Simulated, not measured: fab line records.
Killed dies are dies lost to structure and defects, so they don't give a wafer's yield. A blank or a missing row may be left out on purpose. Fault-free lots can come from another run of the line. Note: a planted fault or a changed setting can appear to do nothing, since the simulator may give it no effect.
fab line records	flow nand-harc
record: lots: 24	wafers: 72	last-day: 34
route steps=1302 shown A_CONTACT@1044
lots untouched by any fault: they come from a run of this same line in which no faults occurred
start-h: the number of hours between the record's first day and the start of the first shown wafer of the lot	wait-h: hours since the lot's step before	" the same as in the row above	L1.1+2: one row covering several wafers at once	- either no value or no given start	* or withheld: withheld	< > ~ a bound
route shown NAME@n: a module of which the file shows steps, and the number in the route of the first	usual: mean/standard deviation of fault-free wafers	same: alike in all rows	chamber/n: place in a boat	sites: readings site by site	_std_site: how widely they spread, as a standard deviation	_edge_site: inner sites' mean taken away from outer sites' mean	radius-mm: how far each site lies from the wafer's centre	mask NAME#n: copy n	behind: tool/chamber where the wafer was last shaped	hold: reason for holding the lot/hours on hold/outcome of the hold	device: transistor that didn't switch, given as n, p or np	end of line: tests run on the same wafers once the route is complete	step lacking rows: just its recipe	killed: at the first sort, the dies lost to defects and structure; wafer yield is something else	map: per-die view of a wafer (x killed, . not killed, _ where there is no die)
set.NAME: the setting as run; set.NAME@STEP: as run at that earlier step	model.NAME: the simulator's own value behind a step, which no gauge read
one table for each step of the route and one row for each wafer, over a sample of lots
services: when a tool's chamber went out of use (start-h, in hours from the record's first day, below 0 if earlier), for how many hours, and the reason
== steps ==
step: NHARC_A_CONTACT_ETCH_76
recipe: target-depth-a: 2600	over-etch-frac: 0.3	time-s: 475.3	ion-energy-ev: 200	n2-flow-sccm: 150	h2-flow-sccm: 150	ar-flow-sccm: 0	rf-w: 400	bias-w: 150	chemistry: N2/H2
usual: drypump-motor-current-A: 6.0/0.31	oes-product-au: 1.003/0.0086	rf-vpp-V: 432.2/2.3	showerhead-plenum-p-Torr: 2.10/0.081	throttle-valve-pct: 14.171/0.0093
lot.wafer	tool	chamber	start-h	wait-h	drypump-motor-current-A	oes-product-au	rf-hours-counter-h	rf-vpp-V	showerhead-plenum-p-Torr	throttle-valve-pct
L074.2	rie-diel-04	1	-	-	5.4	1.006	45	434.0	2.18	14.183
L074.3	"	0	"	"	5.2	1.002	45	427.1	1.91	14.174
L074.5	"	2	"	"	5.7	0.982	-	430.6	2.04	14.170
L075.1	rie-diel-07	1	-	-	5.9	1.004	4	431.2	2.13	14.163
L075.4	"	2	"	"	6.1	1.015	5	434.6	2.20	14.160
L075.2	"	3	"	"	6.2	0.995	5	430.7	2.09	14.156
L076.1	rie-diel-11	2	-	-	5.6	0.999	20	425.6	1.88	14.167
L076.2	"	3	"	"	5.8	1.010	19	434.1	2.21	14.179
L076.6	"	2	"	"	5.5	1.005	-	426.1	1.88	14.168
L077.2	rie-diel-07	0	-	-	6.2	1.008	6	433.0	2.13	14.186
L077.5	"	2	"	"	6.1	1.008	-	434.2	2.20	14.182
L077.6	"	3	"	"	6.2	0.997	-	430.9	2.09	14.183
L078.2	rie-diel-04	3	-	-	6.2	1.000	55	430.3	2.01	14.170
L078.3	"	2	"	"	5.7	0.988	55	429.9	2.03	14.174
L078.6	"	1	"	"	5.4	1.005	-	435.0	2.18	14.185
L079.3	rie-diel-07	0	-	-	6.2	1.010	10	432.8	2.13	14.159
L079.1	"	2	"	"	6.1	1.012	11	436.3	2.20	14.177
L079.6	"	1	"	"	5.9	1.009	-	431.8	2.13	14.154
L080.2	rie-diel-07	0	-	-	6.2	1.002	14	433.4	2.13	14.167
L080.3	"	1	"	"	6.0	1.012	14	434.5	2.13	14.146
L080.5	"	0	"	"	6.2	1.001	-	433.4	2.13	14.155
L081.3	rie-diel-07	3	-	-	6.3	1.006	17	430.2	2.09	14.160
L081.6	"	0	"	"	6.1	1.009	-	432.3	2.12	14.163
L081.5	"	1	"	"	5.9	0.997	-	430.7	2.12	14.171
L083.2	rie-diel-04	3	-	-	6.2	1.011	17	430.6	2.00	14.185
L083.5	"	0	"	"	5.2	1.010	-	426.7	1.91	14.152
L083.6	"	1	"	"	5.3	0.996	-	434.1	2.17	14.151
L082.2	rie-diel-07	1	-	-	6.0	1.008	22	432.0	2.12	14.164
L082.3	"	2	"	"	6.1	1.019	19	434.8	2.20	14.169
L082.4	"	0	"	"	6.2	1.000	23	433.2	2.12	14.159
L084.2	rie-diel-07	1	-	-	5.9	1.009	24	433.4	2.12	14.185
L084.4	"	3	"	"	6.2	1.008	24	431.8	2.09	14.176
L084.1	"	0	"	"	6.2	0.998	24	434.4	2.12	14.182
L085.1	rie-diel-07	2	-	-	6.1	1.020	21	434.9	2.20	14.170
L085.3	"	1	"	"	5.9	1.006	24	432.4	2.12	14.168
L085.6	"	2	"	"	6.0	1.011	-	434.0	2.20	14.167
L086.1	rie-diel-07	3	-	-	6.3	0.987	30	430.7	2.08	14.166
L086.5	"	0	"	"	6.1	0.999	-	432.2	2.12	14.169
L086.6	"	1	"	"	5.9	0.990	-	431.8	2.12	14.177
L087.3	rie-diel-07	1	-	-	5.9	0.997	30	433.2	2.12	14.166
L087.4	"	0	"	"	6.2	1.004	30	432.9	2.12	14.181
L087.6	"	1	"	"	5.9	1.002	-	431.8	2.12	14.179
L088.3	rie-diel-07	3	-	-	6.2	1.006	32	431.4	2.08	14.175
L088.6	"	1	"	"	5.9	1.003	-	433.0	2.12	14.162
L088.5	"	2	"	"	6.0	1.003	-	433.3	2.19	14.189
L091.1	rie-diel-11	3	-	-	5.8	1.004	10	435.4	2.19	14.173
L091.3	"	1	"	"	5.8	1.000	11	431.1	2.09	14.171
L091.2	"	2	"	"	5.6	1.006	12	434.9	2.21	14.176
L089.4	rie-diel-07	2	-	-	6.0	0.990	0	435.8	2.19	14.178
L089.3	"	1	"	"	5.9	0.992	0	431.8	2.12	14.171
L089.6	"	2	"	"	6.0	0.999	-	434.7	2.19	14.165
L090.2	rie-diel-07	2	-	-	6.1	0.995	1	437.0	2.19	14.170
L090.4	"	1	"	"	5.9	0.998	1	431.7	2.12	14.172
L090.5	"	2	"	"	6.1	1.002	-	435.5	2.19	14.190
L092.4	rie-diel-11	3	-	-	5.8	1.004	20	436.1	2.19	14.185
L092.6	"	0	"	"	6.4	0.985	-	428.8	1.98	14.182
L092.5	"	1	"	"	5.8	0.985	-	431.1	2.09	14.177
L094.3	rie-diel-04	2	-	-	5.7	0.996	48	429.2	2.01	14.180
L094.1	"	3	"	"	6.2	1.008	45	430.1	1.99	14.161
L094.2	"	0	"	"	5.2	0.990	37	427.2	1.90	14.166
L093.1	rie-diel-04	2	-	-	5.7	1.014	50	431.0	2.01	14.173
L093.4	"	0	"	"	5.2	0.998	40	427.5	1.90	14.161
L093.3	"	1	"	"	5.4	1.000	48	434.5	2.16	14.174
L095.4	rie-diel-04	1	-	-	5.4	1.009	54	433.2	2.16	14.166
L095.5	"	2	"	"	5.7	1.009	-	430.4	2.01	14.157
L095.6	"	3	"	"	6.3	1.019	-	428.7	1.99	14.170
L097.2	rie-diel-07	0	-	-	6.2	1.015	7	432.2	2.12	14.167
L097.3	"	1	"	"	5.9	1.006	9	433.0	2.12	14.186
L097.5	"	0	"	"	6.1	1.011	-	433.1	2.12	14.178
L096.3	rie-diel-11	1	-	-	5.8	0.982	47	432.9	2.08	14.161
L096.2	"	0	"	"	6.4	0.988	41	429.3	1.97	14.166
L096.6	"	2	"	"	5.5	1.012	-	434.3	2.20	14.167
step: NHARC_A_CONTACT_ETCH_77
recipe: target-depth-a: 1089	time-s: 54.5	cf4-flow-sccm: 100	chf3-flow-sccm: 30	ar-flow-sccm: 0	rf-w: 500	bias-w: 200	chemistry: CF4/CHF3
usual: drypump-motor-current-A: 6.0/0.31	oes-product-au: 0.937/0.017	rf-vpp-V: 372.0/2.1	showerhead-plenum-p-Torr: 1.62/0.057	throttle-valve-pct: 16.801/0.0085
lot.wafer	tool	chamber	start-h	wait-h	drypump-motor-current-A	oes-product-au	rf-hours-counter-h	rf-vpp-V	showerhead-plenum-p-Torr	throttle-valve-pct
L074.2	rie-diel-04	3	-	-	6.3	0.931	43	369.3	1.56	16.791
L074.3	"	1	"	"	5.4	0.937	45	372.9	1.67	16.799
L074.5	"	3	"	"	6.2	0.930	-	369.4	1.56	16.798
L075.4	rie-diel-07	0	-	-	6.1	0.967	5	372.4	1.64	16.791
L075.1	"	2	"	"	6.0	0.998	5	375.6	1.69	16.794
L075.2	"	3	"	"	6.2	0.967	6	370.3	1.61	16.815
L076.1	rie-diel-11	1	-	-	5.8	0.908	22	370.7	1.62	16.803
L076.2	"	3	"	"	5.8	0.921	20	374.0	1.70	16.809
L076.6	"	1	"	"	5.8	0.919	-	373.4	1.62	16.809
L077.2	rie-diel-07	1	-	-	5.9	0.925	6	373.0	1.64	16.814
L077.6	"	0	"	"	6.1	0.918	-	372.3	1.64	16.808
L077.5	"	1	"	"	5.9	0.927	-	372.2	1.64	16.804
L078.3	rie-diel-04	2	-	-	5.7	0.927	55	369.1	1.57	16.799
L078.2	"	1	"	"	5.3	0.928	58	373.8	1.67	16.808
L078.6	"	1	"	"	5.4	0.936	-	374.8	1.67	16.804
L079.3	rie-diel-07	3	-	-	6.2	0.925	11	370.3	1.61	16.808
L079.1	"	1	"	"	5.9	0.933	10	372.2	1.64	16.793
L079.6	"	3	"	"	6.3	0.934	-	372.6	1.61	16.803
L080.2	rie-diel-07	1	-	-	5.9	0.926	15	373.0	1.63	16.802
L080.3	"	0	"	"	6.1	0.934	14	372.0	1.63	16.806
L080.5	"	1	"	"	5.9	0.929	-	373.2	1.63	16.792
L081.3	rie-diel-07	3	-	-	6.3	0.929	18	370.5	1.61	16.802
L081.6	"	1	"	"	5.9	0.932	-	373.0	1.63	16.806
L081.5	"	2	"	"	6.1	0.947	-	374.0	1.69	16.798
L083.2	rie-diel-04	2	-	-	5.7	0.953	18	370.6	1.56	16.802
L083.5	"	2	"	"	5.7	0.949	-	370.4	1.56	16.804
L083.6	"	3	"	"	6.2	0.953	-	369.8	1.55	16.788
L082.2	rie-diel-07	0	-	-	6.1	0.926	23	373.1	1.63	16.786
L082.4	"	1	"	"	5.9	0.919	22	372.5	1.63	16.798
L082.3	"	2	"	"	6.1	0.936	19	374.4	1.69	16.803
L084.2	rie-diel-07	2	-	-	6.0	0.947	21	375.2	1.69	16.800
L084.4	"	3	"	"	6.3	0.929	24	372.3	1.61	16.799
L084.1	"	0	"	"	6.1	0.932	24	372.0	1.63	16.797
L085.3	rie-diel-07	3	-	-	6.3	0.915	25	371.0	1.61	16.796
L085.1	"	0	"	"	6.2	0.928	25	372.9	1.63	16.805
L085.6	"	2	"	"	6.1	0.940	-	374.6	1.69	16.787
L086.1	rie-diel-07	0	-	-	6.1	0.989	30	373.4	1.63	16.798
L086.5	"	0	"	"	6.1	0.982	-	373.2	1.63	16.794
L086.6	"	1	"	"	5.9	0.980	-	372.5	1.63	16.791
L087.3	rie-diel-07	3	-	-	6.2	0.918	31	371.1	1.60	16.790
L087.4	"	0	"	"	6.2	0.941	30	371.5	1.63	16.806
L087.6	"	2	"	"	6.1	0.933	-	374.1	1.68	16.802
L088.3	rie-diel-07	3	-	-	6.2	0.921	32	372.5	1.60	16.813
L088.5	"	2	"	"	6.0	0.930	-	374.6	1.68	16.793
L088.6	"	3	"	"	6.2	0.938	-	372.2	1.60	16.814
L091.2	rie-diel-11	3	-	-	5.9	0.958	10	374.6	1.68	16.791
L091.1	"	1	"	"	5.8	0.933	11	373.1	1.61	16.781
L091.3	"	2	"	"	5.5	0.942	12	374.2	1.70	16.812
L089.3	rie-diel-07	3	-	-	6.3	0.943	0	369.9	1.60	16.787
L089.4	"	1	"	"	5.9	0.963	0	371.0	1.63	16.813
L089.6	"	0	"	"	6.1	0.957	-	373.4	1.63	16.786
L090.4	rie-diel-07	3	-	-	6.2	0.976	1	372.4	1.60	16.795
L090.2	"	1	"	"	5.9	0.957	1	372.5	1.63	16.802
L090.5	"	2	"	"	6.1	0.952	-	374.2	1.68	16.806
L092.4	rie-diel-11	1	-	-	5.8	0.926	23	371.9	1.61	16.804
L092.5	"	3	"	"	5.8	0.933	-	373.0	1.68	16.804
L092.6	"	0	"	"	6.4	0.930	-	369.1	1.53	16.784
L094.1	rie-diel-04	0	-	-	5.2	0.926	38	368.2	1.47	16.813
L094.3	"	1	"	"	5.4	0.925	47	374.1	1.66	16.800
L094.2	"	2	"	"	5.7	0.925	48	370.6	1.56	16.803
L093.4	rie-diel-04	3	-	-	6.3	0.928	48	368.9	1.54	16.816
L093.3	"	1	"	"	5.4	0.922	48	374.5	1.66	16.805
L093.1	"	2	"	"	5.7	0.935	50	370.7	1.55	16.806
L095.4	rie-diel-04	0	-	-	5.2	0.930	45	366.2	1.47	16.790
L095.5	"	1	"	"	5.4	0.924	-	374.5	1.66	16.783
L095.6	"	2	"	"	5.7	0.931	-	369.9	1.55	16.799
L097.3	rie-diel-07	0	-	-	6.1	0.925	8	372.8	1.63	16.809
L097.2	"	2	"	"	6.0	0.925	10	372.5	1.68	16.800
L097.5	"	0	"	"	6.1	0.933	-	371.8	1.63	16.802
L096.2	rie-diel-11	2	-	-	5.6	0.934	51	374.3	1.69	16.798
L096.3	"	1	"	"	5.8	0.908	47	372.6	1.60	16.812
L096.6	"	2	"	"	5.6	0.922	-	374.2	1.69	16.799
step: NHARC_A_CONTACT_ETCH_126
recipe: source-w: withheld	pressure-mtorr: 20	bias-v: 3000	time-s: 197	target-depth-a: 19180	ar-flow-sccm: withheld	c4f8-flow-sccm: withheld	o2-flow-sccm: withheld	chemistry: C4F8/O2/Ar
usual: oes-air-line-au: 0.998/0.021
lot.wafer	tool	chamber	start-h	wait-h	oes-air-line-au	rf-hours-counter-h
L074.2	har-cap-etch-02	0	498.95	0.1	0.980	84
L074.3	"	0	"	"	1.007	-
L074.5	"	0	"	"	0.975	-
L075.2	har-cap-etch-01	0	515.60	0.1	1.037	0
L075.1	"	1	"	"	0.994	0
L075.4	"	0	"	"	0.986	-
L076.1	har-cap-etch-03	1	515.91	0.1	1.022	43
L076.2	"	0	"	"	1.008	43
L076.6	"	1	"	"	1.000	-
L077.2	har-cap-etch-02	0	518.49	0.2	1.014	91
L077.6	"	1	"	"	1.033	-
L077.5	"	0	"	"	1.014	-
L078.2	har-cap-etch-02	0	534.89	0.1	0.985	94
L078.3	"	0	"	"	1.016	-
L078.6	"	0	"	"	0.988	-
L079.1	har-cap-etch-01	1	541.57	0.1	0.976	6
L079.3	"	1	"	"	0.947	-
L079.6	"	1	"	"	0.976	-
L080.2	har-cap-etch-03	1	565.65	0.1	0.981	50
L080.3	"	1	"	"	1.018	-
L080.5	"	1	"	"	1.008	-
L081.3	har-cap-etch-03	1	581.53	0.1	0.973	-
L081.5	"	1	"	"	1.014	-
L081.6	"	0	"	"	1.021	-
L083.2	har-cap-etch-02	0	594.48	0.1	1.013	102
L083.6	"	1	"	"	0.985	-
L083.5	"	0	"	"	0.986	-
L082.2	har-cap-etch-01	0	606.72	0.1	0.983	15
L082.3	"	0	"	"	0.988	-
L082.4	"	1	"	"	1.003	-
L084.2	har-cap-etch-03	0	612.93	0.1	1.005	57
L084.1	"	1	"	"	1.019	57
L084.4	"	0	"	"	0.988	-
L085.1	har-cap-etch-02	1	614.82	0.1	0.999	106
L085.3	"	1	"	"	0.985	-
L085.6	"	0	"	"	1.005	-
L086.1	har-cap-etch-02	1	637.81	0.1	0.976	110
L086.5	"	1	"	"	0.971	-
L086.6	"	0	"	"	1.013	-
L087.3	har-cap-etch-03	1	644.26	0.1	1.037	-
L087.4	"	0	"	"	1.001	-
L087.6	"	1	"	"	0.982	-
L088.3	har-cap-etch-01	1	645.31	0.1	1.013	-
L088.5	"	0	"	"	1.001	-
L088.6	"	1	"	"	1.027	-
L091.2	har-cap-etch-02	0	656.08	0.1	1.004	115
L091.1	"	1	"	"	0.997	115
L091.3	"	1	"	"	1.026	-
L089.4	har-cap-etch-01	0	660.44	0.1	0.978	-
L089.3	"	1	"	"	0.984	-
L089.6	"	0	"	"	0.964	-
L090.2	har-cap-etch-03	1	663.11	0.1	0.995	68
L090.4	"	0	"	"	1.004	-
L090.5	"	1	"	"	1.019	-
L092.4	har-cap-etch-02	0	682.97	0.1	1.007	-
L092.5	"	0	"	"	1.025	-
L092.6	"	1	"	"	1.021	-
L094.1	har-cap-etch-01	0	689.88	0.1	0.973	32
L094.2	"	1	"	"	1.010	32
L094.3	"	1	"	"	1.000	-
L093.1	har-cap-etch-03	0	697.35	0.1	1.000	75
L093.4	"	1	"	"	0.983	-
L093.3	"	0	"	"	0.960	-
L095.4	har-cap-etch-01	0	710.71	0.1	0.994	-
L095.5	"	1	"	"	0.994	-
L095.6	"	0	"	"	1.041	-
L097.2	har-cap-etch-03	0	734.73	0.1	0.987	80
L097.3	"	1	"	"	1.001	-
L097.5	"	0	"	"	0.983	-
L096.2	har-cap-etch-02	1	751.23	0.1	0.992	130
L096.3	"	0	"	"	1.002	-
L096.6	"	0	"	"	0.957	-
step: NHARC_A_CONTACT_ETCH_127
recipe: source-w: withheld	pressure-mtorr: 20	bias-v: 3000	time-s: 197	target-depth-a: 19180	ar-flow-sccm: withheld	c4f8-flow-sccm: withheld	o2-flow-sccm: withheld	chemistry: C4F8/O2/Ar
usual: oes-air-line-au: 1.000/0.019
lot.wafer	tool	chamber	start-h	wait-h	oes-air-line-au	rf-hours-counter-h
L074.2	har-cap-etch-02	0	499.13	0.1	1.009	84
L074.3	"	0	"	"	0.991	-
L074.5	"	0	"	"	0.989	-
L075.2	har-cap-etch-01	0	515.78	0.1	0.992	0
L075.1	"	1	"	"	0.985	0
L075.4	"	0	"	"	1.003	-
L076.1	har-cap-etch-03	1	516.08	0.1	1.006	44
L076.2	"	0	"	"	0.991	44
L076.6	"	1	"	"	0.966	-
L077.2	har-cap-etch-02	0	518.73	0.2	0.984	91
L077.6	"	1	"	"	1.015	-
L077.5	"	0	"	"	0.998	-
L078.2	har-cap-etch-02	0	535.07	0.1	1.006	94
L078.3	"	0	"	"	1.002	-
L078.6	"	0	"	"	1.023	-
L079.1	har-cap-etch-01	1	541.75	0.1	1.027	6
L079.3	"	1	"	"	0.994	-
L079.6	"	1	"	"	1.014	-
L080.2	har-cap-etch-03	1	565.83	0.1	1.013	50
L080.3	"	1	"	"	1.028	-
L080.5	"	1	"	"	0.993	-
L081.3	har-cap-etch-03	1	581.70	0.1	1.011	-
L081.5	"	1	"	"	0.991	-
L081.6	"	0	"	"	1.002	-
L083.2	har-cap-etch-02	0	594.66	0.1	1.000	102
L083.6	"	1	"	"	1.012	-
L083.5	"	0	"	"	1.030	-
L082.2	har-cap-etch-01	0	606.89	0.1	1.004	15
L082.3	"	0	"	"	0.984	-
L082.4	"	1	"	"	1.000	-
L084.2	har-cap-etch-03	0	613.10	0.1	1.027	58
L084.1	"	1	"	"	0.999	58
L084.4	"	0	"	"	0.996	-
L085.1	har-cap-etch-02	1	614.99	0.1	0.993	106
L085.3	"	1	"	"	0.962	-
L085.6	"	0	"	"	0.986	-
L086.1	har-cap-etch-02	1	637.99	0.1	0.976	110
L086.5	"	1	"	"	0.974	-
L086.6	"	0	"	"	1.000	-
L087.3	har-cap-etch-03	1	644.44	0.1	1.019	-
L087.4	"	0	"	"	1.042	-
L087.6	"	1	"	"	1.003	-
L088.3	har-cap-etch-01	1	645.48	0.1	0.974	-
L088.5	"	0	"	"	0.981	-
L088.6	"	1	"	"	0.968	-
L091.2	har-cap-etch-02	0	656.26	0.1	1.019	115
L091.1	"	1	"	"	0.988	115
L091.3	"	1	"	"	1.014	-
L089.4	har-cap-etch-01	0	660.62	0.1	0.994	-
L089.3	"	1	"	"	1.001	-
L089.6	"	0	"	"	0.991	-
L090.2	har-cap-etch-03	1	663.29	0.1	0.954	68
L090.4	"	0	"	"	1.000	-
L090.5	"	1	"	"	0.979	-
L092.4	har-cap-etch-02	0	683.14	0.1	0.991	-
L092.5	"	0	"	"	1.014	-
L092.6	"	1	"	"	1.025	-
L094.1	har-cap-etch-01	0	690.06	0.1	1.010	32
L094.2	"	1	"	"	0.995	32
L094.3	"	1	"	"	0.998	-
L093.1	har-cap-etch-03	0	697.53	0.1	0.977	75
L093.4	"	1	"	"	0.975	-
L093.3	"	0	"	"	0.979	-
L095.4	har-cap-etch-01	0	710.89	0.1	0.995	-
L095.5	"	1	"	"	1.032	-
L095.6	"	0	"	"	1.025	-
L097.2	har-cap-etch-03	0	734.90	0.1	1.045	80
L097.3	"	1	"	"	1.013	-
L097.5	"	0	"	"	0.979	-
L096.2	har-cap-etch-02	1	751.41	0.1	0.998	130
L096.3	"	0	"	"	0.998	-
L096.6	"	0	"	"	0.987	-
step: NHARC_A_CONTACT_DEP_85
recipe: target-thk-a: 600	target-thk-nm: 60	temp-c: 400	pressure-torr: 3.5	flow-sccm: 200	rf-w: 350	material: SiON
usual: heater-power-w: 732/93
lot.wafer	tool	chamber	start-h	wait-h	heater-power-w
L074.2	pecvd-01	0	507.70	1.2	904
L074.3	"	1	"	"	916
L074.5	"	2	"	"	894
L075.1	pecvd-03	2	520.72	1.5	749
L075.2	"	1	"	"	642
L075.4	"	2	"	"	726
L076.1	pecvd-01	2	520.90	1.5	800
L076.2	"	0	"	"	912
L076.6	"	1	"	"	839
L077.2	pecvd-02	1	523.52	1.2	690
L077.6	"	2	"	"	571
L077.5	"	0	"	"	803
L078.2	pecvd-01	2	539.82	1.2	902
L078.3	"	0	"	"	798
L078.6	"	2	"	"	739
L079.1	pecvd-03	1	547.13	1.4	663
L079.3	"	2	"	"	736
L079.6	"	0	"	"	767
L080.2	pecvd-03	0	570.66	1.2	697
L080.3	"	2	"	"	685
L080.5	"	1	"	"	653
L081.3	pecvd-02	1	586.54	1.0	638
L081.6	"	1	"	"	628
L081.5	"	0	"	"	732
L083.2	pecvd-03	0	601.70	1.3	739
L083.5	"	2	"	"	673
L083.6	"	0	"	"	732
L082.3	pecvd-02	0	611.98	0.9	745
L082.2	"	1	"	"	670
L082.4	"	0	"	"	749
L084.1	pecvd-02	1	617.88	1.5	689
L084.2	"	2	"	"	673
L084.4	"	2	"	"	651
L085.1	pecvd-03	2	622.80	1.5	751
L085.3	"	0	"	"	748
L085.6	"	1	"	"	686
L086.1	pecvd-02	1	645.81	1.5	610
L086.6	"	2	"	"	626
L086.5	"	0	"	"	816
L087.3	pecvd-03	0	649.93	0.9	725
L087.6	"	0	"	"	721
L087.4	"	1	"	"	675
L088.3	pecvd-02	0	651.67	0.9	811
L088.5	"	0	"	"	801
L088.6	"	2	"	"	681
L091.1	pecvd-03	0	661.73	1.6	727
L091.2	"	1	"	"	742
L091.3	"	2	"	"	740
L089.3	pecvd-02	0	665.86	0.9	856
L089.6	"	0	"	"	860
L089.4	"	1	"	"	627
L090.2	pecvd-02	2	669.45	1.2	655
L090.5	"	2	"	"	665
L090.4	"	0	"	"	756
L092.4	pecvd-03	0	690.68	0.7	616
L092.6	"	1	"	"	684
L092.5	"	2	"	"	670
L094.2	pecvd-01	0	696.09	1.2	918
L094.1	"	1	"	"	858
L094.3	"	2	"	"	912
L093.1	pecvd-02	1	702.33	1.5	647
L093.3	"	2	"	"	648
L093.4	"	0	"	"	839
L095.4	pecvd-02	1	715.62	0.7	636
L095.5	"	2	"	"	665
L095.6	"	0	"	"	762
L097.2	pecvd-03	1	745.17	1.2	743
L097.3	"	0	"	"	584
L097.5	"	1	"	"	753
L096.3	pecvd-01	2	758.28	0.9	764
L096.2	"	1	"	"	887
L096.6	"	1	"	"	890
step: NHARC_A_CONTACT_ALD_18
recipe: target-thk-a: 30	pulse-time-s: 1	ald-cycles: 150	temp-c: 450	material: TiN
usual: heater-power-w: 1065/120	precursor-pulse-height-rel: 0.999/0.021
lot.wafer	tool	chamber	start-h	wait-h	heater-power-w	precursor-pulse-height-rel
L074.3	ald-metal-03	3	512.97	-	987	1.019
L074.2	"	1	"	"	1222	0.994
L074.5	"	2	"	"	1124	0.980
L075.1	ald-metal-03	1	526.23	-	1248	0.963
L075.2	"	2	"	"	1138	1.014
L075.4	"	3	"	"	1021	0.995
L076.1	ald-metal-02	0	526.32	-	863	0.966
L076.2	"	1	"	"	1195	1.010
L076.6	"	1	"	"	1164	1.030
L077.2	ald-metal-03	3	528.65	-	983	1.001
L077.5	"	0	"	"	1149	1.007
L077.6	"	1	"	"	1210	0.973
L078.2	ald-metal-02	0	544.96	-	836	1.005
L078.3	"	3	"	"	948	1.015
L078.6	"	1	"	"	1239	0.996
L079.3	ald-metal-02	0	552.31	-	839	1.023
L079.1	"	1	"	"	1211	0.974
L079.6	"	0	"	"	868	1.012
L080.3	ald-metal-01	1	575.79	-	968	0.979
L080.2	"	2	"	"	1019	1.043
L080.5	"	0	"	"	946	0.979
L081.3	ald-metal-02	1	591.62	-	1203	0.996
L081.5	"	2	"	"	1184	1.024
L081.6	"	3	"	"	958	0.978
L083.2	ald-metal-02	3	606.62	-	907	1.008
L083.6	"	1	"	"	1222	0.997
L083.5	"	2	"	"	1216	1.022
L082.3	ald-metal-01	3	617.70	-	955	1.006
L082.2	"	1	"	"	960	0.981
L082.4	"	2	"	"	1044	1.013
L084.2	ald-metal-03	2	622.78	-	1112	0.972
L084.4	"	3	"	"	985	1.002
L084.1	"	1	"	"	1183	1.020
L085.3	ald-metal-03	1	627.85	-	1180	1.021
L085.1	"	2	"	"	1122	1.001
L085.6	"	1	"	"	1176	0.970
L086.1	ald-metal-03	2	651.01	-	1115	0.965
L086.5	"	2	"	"	1142	0.970
L086.6	"	3	"	"	998	0.991
L087.4	ald-metal-02	0	655.14	-	893	0.988
L087.3	"	1	"	"	1229	0.998
L087.6	"	2	"	"	1230	0.994
L088.3	ald-metal-01	0	656.87	-	967	1.001
L088.6	"	2	"	"	1015	1.013
L088.5	"	3	"	"	962	1.027
L091.1	ald-metal-03	1	666.77	-	1178	0.990
L091.3	"	3	"	"	1002	1.012
L091.2	"	0	"	"	1156	1.040
L089.4	ald-metal-01	2	671.09	-	1024	0.977
L089.3	"	3	"	"	973	0.991
L089.6	"	2	"	"	996	1.020
L090.2	ald-metal-02	3	674.90	-	942	0.997
L090.4	"	2	"	"	1275	0.997
L090.5	"	3	"	"	965	1.004
L092.5	ald-metal-01	3	695.58	-	963	0.988
L092.6	"	1	"	"	983	1.005
L092.4	"	2	"	"	1022	1.009
L094.2	ald-metal-03	2	701.10	-	1088	0.987
L094.1	"	3	"	"	983	1.001
L094.3	"	0	"	"	1138	1.012
L093.3	ald-metal-03	3	707.40	-	1013	1.045
L093.1	"	0	"	"	1166	1.040
L093.4	"	0	"	"	1155	0.998
L095.5	ald-metal-03	3	720.65	-	988	0.984
L095.4	"	0	"	"	1159	1.013
L095.6	"	2	"	"	1103	1.016
L097.3	ald-metal-02	3	750.18	-	914	1.012
L097.2	"	1	"	"	1225	1.023
L097.5	"	0	"	"	883	1.006
L096.3	ald-metal-03	2	763.34	-	1104	0.958
L096.2	"	3	"	"	983	0.969
L096.6	"	0	"	"	1234	1.053
== services ==
tool	chamber	start-h	hours	kind
har-cap-etch-01	-	497.00	17.0	pm
rie-diel-04	0	518.99	65.0	repair
pecvd-02	-	527.72	0.9	repair
rie-diel-04	-	533.58	9.0	pm
pecvd-03	-	547.30	13.0	pm
har-cap-etch-02	-	551.44	0.2	repair
rie-diel-07	2	563.04	10.5	repair
ald-metal-03	-	571.11	10.0	pm
pecvd-02	2	572.62	15.2	repair
pecvd-02	-	589.11	13.0	pm
rie-diel-11	-	609.92	9.0	pm
rie-diel-04	-	617.11	0.4	repair
rie-diel-07	-	648.20	9.0	pm
rie-diel-04	1	661.86	9.7	repair
rie-diel-07	0	670.15	9.9	repair
rie-diel-04	3	678.08	5.6	repair
ald-metal-03	1	702.41	23.6	repair
rie-diel-04	-	710.58	9.0	pm
ald-metal-03	-	721.79	1.4	repair
pecvd-02	2	726.75	3.5	repair
pecvd-03	-	728.54	13.0	pm
pecvd-02	1	729.58	5.9	repair
ald-metal-03	-	749.11	10.0	pm
har-cap-etch-02	-	754.00	17.0	pm
== key ==
fault none
